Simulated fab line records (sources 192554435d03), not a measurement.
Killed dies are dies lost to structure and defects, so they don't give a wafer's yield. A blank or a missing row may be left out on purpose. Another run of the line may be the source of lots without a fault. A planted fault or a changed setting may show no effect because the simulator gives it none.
Chamber matching :: flow n5-finfet :: N5_BEOL_M8_DESCUM_16 on rie-diel-03 has 4 sister chambers
The step chemistry O2, time 7.9 s. 4 wafers are shown with their chamber, then 10 later ones without.

## EACH WAFER AND ITS CHAMBER
wafer: L091.1
chamber: 1
showerhead-plenum-p-Torr (Torr): 2.08

wafer: L091.5
chamber: 3
showerhead-plenum-p-Torr (Torr): 2.16

wafer: L091.6
chamber: 2
showerhead-plenum-p-Torr (Torr): 2.07

wafer: L094.5
chamber: 0
showerhead-plenum-p-Torr (Torr): 2.19

## WAFERS WHOSE CHAMBER IS MISSING
wafer: L094.6
showerhead-plenum-p-Torr (Torr): 2.16

wafer: L092.1
showerhead-plenum-p-Torr (Torr): 2.16

wafer: L092.2
showerhead-plenum-p-Torr (Torr): 2.08

wafer: L092.5
showerhead-plenum-p-Torr (Torr): 2.08

wafer: L096.1
showerhead-plenum-p-Torr (Torr): 2.07

wafer: L096.2
showerhead-plenum-p-Torr (Torr): 2.19

wafer: L096.3
showerhead-plenum-p-Torr (Torr): 2.15

wafer: L097.1
showerhead-plenum-p-Torr (Torr): 2.07

wafer: L097.4
showerhead-plenum-p-Torr (Torr): 2.15

wafer: L097.5
showerhead-plenum-p-Torr (Torr): 2.07

## THE CHAMBER EACH PASSED THROUGH
wafer: L094.6
from the rows above: 3
in truth: 3

wafer: L092.1
from the rows above: 3
in truth: 3

wafer: L092.2
from the rows above: 1
in truth: 1

wafer: L092.5
from the rows above: 1
in truth: 1

wafer: L096.1
from the rows above: 2
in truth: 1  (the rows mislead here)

wafer: L096.2
from the rows above: 0
in truth: 0

wafer: L096.3
from the rows above: 3
in truth: 3

wafer: L097.1
from the rows above: 2
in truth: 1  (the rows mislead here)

wafer: L097.4
from the rows above: 3
in truth: 3

wafer: L097.5
from the rows above: 2
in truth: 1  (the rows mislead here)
Placed correctly: 7 of 10. Not placeable from these rows: 0. Number placed wrongly: 3.
How it was worked out, from the rows above alone: a wafer's distance from a chamber is the root of the sum, over the readings, of the square of ((its reading less the chamber's mean) divided by the reading's scatter). If the next closest chamber is less than 2 further off than the closest, the wafer can't be placed; otherwise it belongs to the closest. A chamber's mean is the mean of its shown wafers. The scatter (one wafer shown for each chamber): square how far every hidden wafer sits from the nearest shown wafer, average those squares and take the square root.
